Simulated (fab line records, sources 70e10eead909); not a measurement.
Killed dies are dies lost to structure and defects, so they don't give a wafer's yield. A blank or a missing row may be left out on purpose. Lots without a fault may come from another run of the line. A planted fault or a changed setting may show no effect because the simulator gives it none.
Chamber matching | flow nand_harc | NHARC_P_STI_ETCH_42 on rie_diel-09: 4 sister chambers
The step etches the open film in N2/H2, target depth 80 nm, overetch 24 nm, time 61 s. 16 wafers are shown with their chamber, then 8 later ones without.

WAFERS WITH THEIR CHAMBER
wafer  | chamber | showerhead_plenum_p_Torr (Torr) | drypump_motor_current_A (A) | rf_vpp_V (V)
L075.1 | 3       | 2.11                            | 5.6                         | 434.4
L075.4 | 2       | 1.90                            | 6.3                         | 428.2
L075.5 | 3       | 2.11                            | 5.6                         | 432.3
L077.4 | 0       | 1.94                            | 5.0                         | 427.4
L077.5 | 1       | 2.12                            | 5.8                         | 433.1
L077.6 | 0       | 1.94                            | 5.0                         | 428.3
L078.1 | 3       | 2.11                            | 5.6                         | 432.3
L078.3 | 2       | 1.90                            | 6.2                         | 427.6
L078.6 | 3       | 2.11                            | 5.6                         | 432.1
L079.3 | 3       | 2.11                            | 5.6                         | 433.3
L079.4 | 1       | 2.12                            | 5.8                         | 433.2
L079.5 | 0       | 1.93                            | 5.0                         | 426.8
L082.1 | 2       | 1.90                            | 6.3                         | 425.2
L082.3 | 1       | 2.12                            | 5.8                         | 432.4
L082.5 | 1       | 2.12                            | 5.8                         | 432.2
L087.1 | 1       | 2.12                            | 5.8                         | 431.2

SIGNATURES (means of the wafers above)
reading                  | chamber 0 | chamber 1 | chamber 2 | chamber 3 | scatter within a chamber
showerhead_plenum_p_Torr | 1.9367    | 2.1200    | 1.9000    | 2.1100    | 0.00236
drypump_motor_current_A  | 5.000     | 5.800     | 6.267     | 5.600     | 0.0236
rf_vpp_V                 | 427.500   | 432.420   | 427.000   | 432.880   | 1.02
Rule: a wafer's distance from a chamber is the root of the sum, over the readings, of the square of ((its reading less the chamber's mean) divided by the reading's scatter). The wafer belongs to the nearest chamber; if the next one is less than 2 further off, it can't be placed. The scatter: the root of (the sum of the squares of (reading less its chamber's mean) over the shown wafers, divided by (wafers less chambers)).

WAFERS WITHOUT THEIR CHAMBER
wafer  | showerhead_plenum_p_Torr (Torr) | drypump_motor_current_A (A) | rf_vpp_V (V)
L087.5 | 1.90                            | 6.3                         | 427.6
L087.6 | 2.11                            | 5.6                         | 430.5
L092.1 | 1.90                            | 6.3                         | 426.5
L092.2 | 2.11                            | 5.6                         | 432.0
L092.5 | 1.90                            | 6.2                         | 428.1
L093.2 | 2.11                            | 5.6                         | 432.1
L093.4 | 2.12                            | 5.8                         | 432.3
L093.5 | 1.90                            | 6.2                         | 428.7

WHICH CHAMBER EACH WENT THROUGH
wafer  | from the rows above | in truth
L087.5 | 2                   | 2
L087.6 | 3                   | 3
L092.1 | 2                   | 2
L092.2 | 3                   | 3
L092.5 | 2                   | 2
L093.2 | 3                   | 3
L093.4 | 1                   | 1
L093.5 | 2                   | 2
Placed correctly: 8 of 8. Can't be placed from these rows: 0. Placed wrongly: 0.
